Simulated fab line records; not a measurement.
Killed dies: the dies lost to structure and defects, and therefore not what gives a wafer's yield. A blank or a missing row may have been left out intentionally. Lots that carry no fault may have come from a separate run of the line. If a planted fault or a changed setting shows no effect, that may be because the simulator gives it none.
fab line records    flow n5-finfet
[record] lots = 5  wafers = 15  last-day = 17
route steps=1938 shown BEOL_M6@1248 PASSIVATION@1936
lots untouched by any fault: they come from a run of this same line in which no faults occurred
start-h: hours from the record's opening day to when the first of the lot's shown wafers began    wait-h: time in hours since the lot's previous step    " same as the row above    L1.1+2: a row that stands for several wafers    - either no value or no given start    * or withheld: withheld    < > ~ a bound
route shown NAME@n: a module of which the file shows steps, and the number in the route of the first    usual: average and standard deviation across the fault-free wafers    same: alike in all rows    chamber/n: place in a boat    sites: per-site readings    _std_site: the values' standard deviation    _edge_site: outer sites' mean less inner sites'    radius-mm: for every site, how far away it sits from the centre of the wafer    mask NAME#n: copy n    behind: the last tool/chamber to shape the wafer    hold: the reason the lot was held/the length of the hold in hours/how it ended    device: which transistor (n, p or np) failed to switch    end of line: the route-end tests of the same wafers    a step with no rows: only its recipe    killed: dies lost to structure and defects at the first sort, not the wafer's yield    map: a wafer's dies, x killed, . not, _ none there
set.NAME: setting as actually run; set.NAME@STEP: the setting as run at that earlier step    model.NAME: the simulator's own value behind a step, which no gauge read
lots at some steps of the route; a table a step, a row a wafer
services: the hour from which a tool's chamber was out of use, counted from the record's first day as start-h (under 0 if before that day), plus the number of hours and why
[[steps]]
[step N5_BEOL_M6_CURE_75]
[recipe] temp-c = 370  time-s = 120  ambient = DMADMS/He  material = SiCOH_lowk
[step N5_BEOL_M6_DEGAS_44]
[recipe] ambient = vacuum  temp-c = 250  time-s = 60
[step N5_BEOL_M6_PRE_CLEAN_45]
[recipe] gas = H2/He  time-s = 30  temp-c = 250
[usual] heater-power-w = 329/29
lot.wafer  tool            chamber  start-h  wait-h  heater-power-w
L527.1     pvd-sputter-02  -        199.31   0.0     328
L527.3     "               -        "        "       335
L527.4     "               -        "        "       305
L530.3     pvd-sputter-01  -        212.27   0.0     378
L530.5     "               -        "        "       306
L530.6     "               -        "        "       382
L534.1     pvd-sputter-02  -        235.90   0.0     330
L534.2     "               -        "        "       362
L534.6     "               -        "        "       330
L543.3     pvd-sputter-02  -        295.11   0.0     350
L543.5     "               -        "        "       364
L543.6     "               -        "        "       328
L547.4     pvd-sputter-01  -        320.56   0.0     364
L547.5     "               -        "        "       307
L547.6     "               -        "        "       368
[step N5_BEOL_M6_ALD_77]
[recipe] material = TaN  target-thk-a = 20  temp-c = 275  ald-precursor-family = PDMAT  ald-co-reactant = NH3  pressure-torr = 3  carrier-flow-sccm = 1500  pulse-time-s = 2  purge-time-s = 3  co-reactant-purge-time-s = 2  co-reactant-pulse-time-s = 3  ald-cycles = 40  precursor-vessel-temp-c = 75  precursor-vessel-pressure-torr = 26.25  precursor-vessel-carrier-sccm = 1000
[usual] heater-power-w = 422/41
lot.wafer  tool          chamber  start-h  wait-h  heater-power-w
L527.1     ald-metal-01  3        199.37   0.0     381
L527.3     "             1        "        "       492
L527.4     "             2        "        "       400
L530.3     ald-metal-01  0        212.33   0.0     412
L530.5     "             1        "        "       492
L530.6     "             0        "        "       425
L534.1     ald-metal-01  1        235.97   0.0     481
L534.2     "             2        "        "       404
L534.6     "             1        "        "       499
L543.3     ald-metal-04  1        295.17   0.0     428
L543.5     "             0        "        "       415
L543.6     "             1        "        "       435
L547.4     ald-metal-04  2        320.62   0.0     457
L547.5     "             3        "        "       379
L547.6     "             0        "        "       432
[step N5_BEOL_M6_SURFACE_TREAT_79]
[recipe] gas = Ar  time-s = *  ion-energy-ev = *  ion-current-ma-cm2 = 0.5  pressure-mtorr = *  ar-flow-sccm = 30
[usual] throttle-valve-pct = *
lot.wafer  tool            chamber  start-h  wait-h  throttle-valve-pct
L527.1     pvd-sputter-03  -        199.92   0.4     *
L527.3     "               -        "        "       *
L527.4     "               -        "        "       *
L530.3     pvd-sputter-02  -        212.73   0.3     *
L530.5     "               -        "        "       *
L530.6     "               -        "        "       *
L534.1     pvd-sputter-02  -        236.36   0.3     *
L534.2     "               -        "        "       *
L534.6     "               -        "        "       *
L543.3     pvd-sputter-03  -        295.77   0.5     *
L543.5     "               -        "        "       *
L543.6     "               -        "        "       *
L547.4     pvd-sputter-01  -        320.98   0.2     *
L547.5     "               -        "        "       *
L547.6     "               -        "        "       *
[step N5_BEOL_M6_CVD_78]
[recipe] material = Co  target-thk-a = 20  temp-c = withheld  precursor = CCTBA/H2  pressure-torr = 30  time-s = 142.3
[step N5_BEOL_M6_SPUTTER_48]
[recipe] material = Cu  target-thk-a = 100  temp-c = -20  bias-v = 60  power-w = 26000  chamber-pressure-pa = 0.13  time-s = 1.667
[step N5_BEOL_M6_ECD_50]
[recipe] material = Cu  target-thk-a = 3000
[step N5_BEOL_M6_ANNEAL_51]
[recipe] temp-c = 225  time-s = 90  ambient = N2
[usual] anneal-temp-c-max = 225.8/0.32  wafer_temp_C_max = 226.0/0.55
lot.wafer  tool           chamber  start-h  wait-h  anneal-temp-c-max  wafer_temp_C_max
L527.1     rtp-anneal-02  0        200.94   0.3     225.3              226.1
L527.3     "              0        "        "       225.2              225.9
L527.4     "              0        "        "       225.6              225.9
L530.3     rtp-anneal-02  0        213.96   0.8     225.5              225.6
L530.5     "              0        "        "       225.6              225.7
L530.6     "              0        "        "       225.7              226.1
L534.1     rtp-anneal-02  0        236.80   0.1     225.5              225.8
L534.2     "              0        "        "       225.6              225.6
L534.6     "              0        "        "       225.6              225.7
L543.3     rtp-anneal-01  0        296.56   0.2     226.1              226.6
L543.5     "              0        "        "       225.9              226.5
L543.6     "              0        "        "       226.4              226.2
L547.4     rtp-anneal-02  0        322.02   0.6     225.5              226.0
L547.5     "              0        "        "       225.7              225.3
L547.6     "              0        "        "       225.5              225.7
[step N5_BEOL_M6_CMP_52]
[recipe] stop-on = SiCOH_lowk  t-overpolish-s = 6.9  down-force-psi = 1  platen-rpm = 50  clearing-platen-down-force-psi = 1.5  clearing-platen-rpm = 50  post-cmp-clean = cu-alkaline  target-thk-nm = 80  clearing-platen-pad-velocity-m-s = 0.99484  pad-velocity-m-s = 0.99484
[usual] barrier-field-endpoint-s = 29.0/0.76  motor-current-A = 5.8/0.51  overpolish-run-s = 6.900/0.0093  time-to-endpoint-s = 63/3.2
lot.wafer  tool    chamber  start-h  wait-h  barrier-field-endpoint-s  motor-current-A  overpolish-run-s  time-to-endpoint-s
L527.4     cmp-03  1        201.24   0.1     28.6                      6.1              6.903             60
L527.1     "       3        "        "       29.3                      5.5              6.906             63
L527.3     "       0        "        "       28.9                      6.1              6.898             61
L530.3     cmp-01  0        214.21   0.2     28.7                      5.3              6.877             63
L530.6     "       3        "        "       28.5                      5.9              6.907             63
L530.5     "       0        "        "       28.7                      5.3              6.906             65
L534.1     cmp-02  1        237.14   0.3     29.5                      6.3              6.904             70
L534.2     "       3        "        "       30.1                      6.0              6.895             63
L534.6     "       1        "        "       29.9                      6.1              6.901             67
L543.3     cmp-02  3        296.85   0.3     27.4                      5.6              6.902             63
L543.5     "       1        "        "       28.9                      6.6              6.903             66
L543.6     "       2        "        "       29.5                      6.3              6.909             66
L547.4     cmp-02  0        322.19   0.1     29.6                      6.2              6.900             65
L547.5     "       0        "        "       29.3                      6.1              6.894             67
L547.6     "       1        "        "       29.9                      6.7              6.917             69
[step N5_BEOL_M6_THK_MEAS_53]
[recipe] thk-meas-gauge = xrf  reads = Cu_of_BEOL_M6_ECD_50
[usual] M6_THK = 80.7/2.5
lot.wafer  tool           chamber  start-h  wait-h  M6_THK[nm]
L527.1     film-metro-01  -        201.53   -       77.3
L527.3     "              -        "        "       80.1
L527.4     "              -        "        "       82.3
L530.3     film-metro-02  -        214.47   -       81.6
L530.5     "              -        "        "       77.8
L530.6     "              -        "        "       80.7
L534.1     film-metro-02  -        237.40   -       82.5
L534.2     "              -        "        "       78.0
L534.6     "              -        "        "       84.8
L543.3     film-metro-02  -        297.07   -       83.6
L543.5     "              -        "        "       84.9
L543.6     "              -        "        "       84.1
L547.4     film-metro-01  -        322.49   -       82.0
L547.5     "              -        "        "       84.2
L547.6     "              -        "        "       81.1
[step N5_BEOL_M6_PRE_CLEAN_55]
[recipe] gas = NH3  time-s = 15  temp-c = withheld  rf-power-w = 300
[step N5_BEOL_M6_DEP_56]
[recipe] material = SiCN  target-thk-a = 100  temp-c = withheld  precursor = 3MS/NH3  pressure-torr = 3  rf-w = 202  time-s = 17.5
[usual] showerhead-plenum-p-Torr = 3.663/0.013  throttle-valve-pct = 9.1/0.4
lot.wafer  tool      chamber  start-h  wait-h  showerhead-plenum-p-Torr  throttle-valve-pct  model.SiCN_of_BEOL_M6_DEP_56.thk-nm
L527.1     pecvd-04  2        201.60   0.0     3.664                     9.2                 10
L527.3     "         1        "        "       3.660                     8.9                 10
L527.4     "         2        "        "       3.669                     8.9                 10.2
L530.3     pecvd-04  1        214.53   0.0     3.660                     9.1                 10
L530.5     "         0        "        "       3.662                     10.2                10.2
L530.6     "         2        "        "       3.655                     8.9                 10.2
L534.1     pecvd-03  1        237.46   0.0     3.663                     9.8                 10
L534.2     "         2        "        "       3.635                     9.2                 9.8
L534.6     "         1        "        "       3.676                     9.8                 10
L543.3     pecvd-03  2        297.13   0.0     3.639                     9.1                 15.2
L543.5     "         2        "        "       3.641                     9.2                 10.2
L543.6     "         0        "        "       3.686                     8.5                 10
L547.4     pecvd-01  2        322.57   0.0     3.655                     8.9                 10
L547.5     "         0        "        "       3.670                     9.1                 10
L547.6     "         1        "        "       3.678                     8.9                 10
[step N5_BEOL_M6_RS_MEAS_57]
[recipe] thk-meas-gauge = four-point-probe  reads = Cu_of_BEOL_M6_ECD_50+Co_of_BEOL_M6_CVD_78+TaN_of_BEOL_M6_ALD_77
[usual] M6_RS = 0.286/0.01
lot.wafer  tool           chamber  start-h  wait-h  M6_RS[ohm/sq]
L527.1     film-metro-01  -        201.66   0.1     0.298
L527.3     "              -        "        "       0.287
L527.4     "              -        "        "       0.277
L530.3     film-metro-01  -        214.60   0.1     0.284
L530.5     "              -        "        "       0.300
L530.6     "              -        "        "       0.288
L534.1     film-metro-02  -        237.53   0.1     0.276
L534.2     "              -        "        "       0.295
L534.6     "              -        "        "       0.266
L543.3     film-metro-01  -        297.20   0.1     0.278
L543.5     "              -        "        "       0.272
L543.6     "              -        "        "       0.277
L547.4     film-metro-01  -        322.62   0.0     0.278
L547.5     "              -        "        "       0.269
L547.6     "              -        "        "       0.281
[step N5_PASSIVATION_PROBE_49]
[usual] defect-limited-yield = 91.1/1.4  killed_at_M0_to_M3 = 33/9.1  killed_at_M4_up = 14/5.6  killed-at-contacts = 13/5.7  killed-at-front-end = 42/12  killed-at-other = 4/3  killed-dies = 105/16  killed-on-rim = 13/4  killed-open = 69/11  killed-short = 34/7.5  sort_bin_5_function = 5.2/0.91  sort_bin_6_memory = 3.3/0.64  sort-n-pass = 1075/16  sort-yield-pct = 91.1/1.4
[same] gross-dies = 1180  killed-at-back-side = 0  sort_bin_4_leakage[%] = 0  sort_bin_8_speed[%] = 0
lot.wafer  tool       chamber  start-h  wait-h  defect-limited-yield[%]  killed_at_M0_to_M3  killed_at_M4_up  killed-at-contacts  killed-at-front-end  killed-at-other  killed-dies  killed-on-rim  killed-open  killed-short  sort_bin_5_function[%]  sort_bin_6_memory[%]  sort-n-pass  sort-yield-pct[%]
L530.3     prober-01  -        297.04   0.1     91.0                     41                  9                16                  34                   6                106          11             68           37            5.4                     3.1                   1074         91.0
L530.5     prober-01  -        297.14   0.2     92.7                     37                  13               7                   23                   6                86           16             55           28            4.2                     2.8                   1094         92.7
L530.6     prober-01  -        297.19   0.3     92.0                     29                  28               9                   25                   3                94           11             61           33            4.8                     3.1                   1086         92.0
// killed by level:class
L530.3 MOL_CONTACT_COAG:geometric-particle:open=15 BEOL_M2:geometric-particle:open=9 BEOL_M3:geometric-particle:open=8 FIN_SAQP:geometric-particle:short=5 BEOL_M1:geometric-particle:open=5 GATE_CUT:geometric-particle:short=4 BEOL_M0_SAQP:geometric-particle:open=4 BEOL_M3:geometric-particle:short=4
L530.5 BEOL_M3:geometric-particle:open=10 BEOL_M2:geometric-particle:open=9 BEOL_M0_SAQP:geometric-particle:short=7 BEOL_M4:geometric-particle:open=5 FIN_SAQP:geometric-particle:open=4 FIN_CUT:geometric-particle:open=3 MOL_CONTACT_COAG:geometric-particle:short=3 MOL_CONTACT_COAG:geometric-particle:open=3
L530.6 MOL_CONTACT_COAG:geometric-particle:open=7 BEOL_M0_SAQP:geometric-particle:short=7 BEOL_M0_SAQP:geometric-particle:open=7 BEOL_M7:geometric-particle:open=7 BEOL_M2:geometric-particle:open=5 FIN_SAQP:geometric-particle:open=4 BEOL_M4:geometric-particle:open=4 BEOL_M7:geometric-particle:short=4
[[services]]
tool          chamber  start-h  hours  kind
ald-metal-04  -        181.93   6.0    pm
cmp-01        -        182.22   4.0    pm
cmp-01        -        186.22   4.1    pm
cmp-03        -        192.87   3.3    repair
pecvd-03      1        204.64   2.1    scheduled-down
pecvd-01      1        216.41   5.0    repair
cmp-02        -        220.16   4.0    pm
ald-metal-04  -        225.09   1.3    repair
pecvd-04      2        226.18   5.5    scheduled-down
ald-metal-01  0        234.92   2.9    repair
ald-metal-04  1        236.48   6.2    repair
cmp-01        -        238.83   2.8    repair
cmp-02        -        243.49   2.6    repair
cmp-03        -        250.71   4.4    repair
pecvd-03      -        254.60   0.9    repair
pecvd-04      1        258.07   2.8    repair
pecvd-04      -        277.54   5.4    repair
cmp-03        -        282.92   4.9    pm
ald-metal-04  3        295.07   4.1    repair
cmp-02        -        306.34   4.8    pm
pecvd-03      1        308.67   4.0    repair
cmp-01        -        309.04   0.5    repair
ald-metal-01  -        310.19   1.3    repair
pecvd-03      -        321.24   0.5    repair
[[key]]
first-sign none at tools or gauges
[model-effect] step = N5_BEOL_M6_DEP_56  value = SiCN_of_BEOL_M6_DEP_56.thk-nm  without = 9.8  struck = 15.2
met-at N5_BEOL_M6_DEP_56
struck-wafers L543.3
onset-between 237.46 297.13
[fault] kind = process-parameter-drift  tool = pecvd-03  chamber = -  onset-h = 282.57  steps = N5_BEOL_M6_DEP_56  channel = time-s  offset = *  shape = step  end-h = 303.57  scope = struck-wafers-only  acts-in = *  stated = *
